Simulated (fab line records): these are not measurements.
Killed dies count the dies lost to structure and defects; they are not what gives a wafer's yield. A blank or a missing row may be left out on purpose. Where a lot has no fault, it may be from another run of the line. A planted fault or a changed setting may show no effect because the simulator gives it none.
Split-lot study + flow n5 finfet + route with 1938 steps; 7 lots, 21 wafers read

== SPLIT DETAILS ==
At N5_SD_EPI_N_PEB_07 (peb time 60 s), the setting peb temp c was moved away from the recipe's 110 C on 8 of the 21 wafers read, by +2.1% to +2.8%. All remaining wafers had this setting at the recipe value.

== FROM THE SPLIT TO THE READING: what the file shows between them, 1 step ==
- N5_SD_EPI_N_DEVELOP_08: develop time 30 s

== THE READING ==
Shown in nm: cd nm at N5_SD_EPI_N_CD_MEAS_09, with target cd 120 nm. Fault-free wafers of this fab line usually give 120.0 nm, standard deviation 0.89 nm.

| wafer  | tool, chamber at the split | peb temp c as run, C | against the recipe | cd nm, nm | against lot-mates on the recipe |
|--------|----------------------------|----------------------|--------------------|-----------|---------------------------------|
| L074.1 | litho track-02, 0          | 110                  | recipe             | 119.3     | -                               |
| L074.2 | litho track-02, 0          | 110                  | recipe             | 118.6     | -                               |
| L074.6 | litho track-02, 0          | 110                  | recipe             | 119.6     | -                               |
| L075.1 | litho track-04, 0          | 112.9                | +2.6%              | 128.6     | no lot-mate on the recipe       |
| L075.4 | litho track-04, 0          | 112.9                | +2.6%              | 126.8     | no lot-mate on the recipe       |
| L075.5 | litho track-04, 0          | 112.9                | +2.6%              | 127.2     | no lot-mate on the recipe       |
| L076.2 | litho track-01, 0          | 110                  | recipe             | 117.9     | -                               |
| L076.3 | litho track-01, 0          | 110                  | recipe             | 120.0     | -                               |
| L076.6 | litho track-01, 0          | 113.1                | +2.8%              | 125.8     | +6.8                            |
| L079.2 | litho track-04, 0          | 110                  | recipe             | 120.5     | -                               |
| L079.3 | litho track-04, 0          | 110                  | recipe             | 120.3     | -                               |
| L079.4 | litho track-04, 0          | 110                  | recipe             | 119.7     | -                               |
| L080.3 | litho track-01, 0          | 112.3                | +2.1%              | 124.7     | no lot-mate on the recipe       |
| L080.5 | litho track-01, 0          | 112.3                | +2.1%              | 126.7     | no lot-mate on the recipe       |
| L080.6 | litho track-01, 0          | 112.3                | +2.1%              | 124.2     | no lot-mate on the recipe       |
| L092.1 | litho track-02, 0          | 110                  | recipe             | 120.5     | -                               |
| L092.4 | litho track-02, 0          | 112.9                | +2.6%              | 126.6     | +6.0                            |
| L092.5 | litho track-02, 0          | 110                  | recipe             | 120.7     | -                               |
| L096.2 | litho track-02, 0          | 110                  | recipe             | 120.9     | -                               |
| L096.4 | litho track-02, 0          | 110                  | recipe             | 121.1     | -                               |
| L096.6 | litho track-02, 0          | 110                  | recipe             | 121.1     | -                               |

FIT RESULTS
A straight line over all 21 wafers: cd nm changes by +2.57 nm for each +1% of peb temp c; r = +0.95; the points scatter about the line by 1 nm.
The same after taking each lot's own level away (the mean of its wafers on the recipe; 15 wafers): +2.36 nm for each +1%; r = +0.98; scatter 0.5 nm.
Per that fit: largest peb temp c move, reading shift of 6.6 nm.
Measured against the standard deviation above, the lots' own levels, which go from 118.95 to 121.03 nm, span 2.3 times it.
The two slopes agree, so the slope changes little with the lot-to-lot level.
Check: +6.41 nm against its lot-mates is what the line predicts for one of the wafers moved furthest among these (+2.8%) when that wafer is left out of the fit. Against them it came out at +6.85 nm.

== THE WHOLE CHAIN: every reading that the file lists as answering this split, in the file's order ==
| step                    | what it does                                                | reading                                                         | change (the file's fit)              | r (the file's) |
|-------------------------|-------------------------------------------------------------|-----------------------------------------------------------------|--------------------------------------|----------------|
| N5_SD_EPI_N_CD_MEAS_09  | target cd 120 nm                                            | cd nm                                                           | +2.35 nm for each +1% of the setting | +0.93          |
| N5_SD_EPI_N_DESCUM_14   | chemistry O2, time 7.9 s                                    | SD_EPI_N.cd nm (the simulator's own value, which no gauge read) | +2.31 nm for each +1% of the setting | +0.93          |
| N5_SD_EPI_N_ETCHBACK_44 | etches SiNx in CH3F/O2, stops on SiO2, target depth 14.5 nm | SD_EPI_N.cd nm (the simulator's own value, which no gauge read) | +2.5 nm for each +1% of the setting  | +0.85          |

== FILE'S OWN FIT ==
cd nm changes by +2.35 nm for each +1% of peb temp c, r = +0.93.
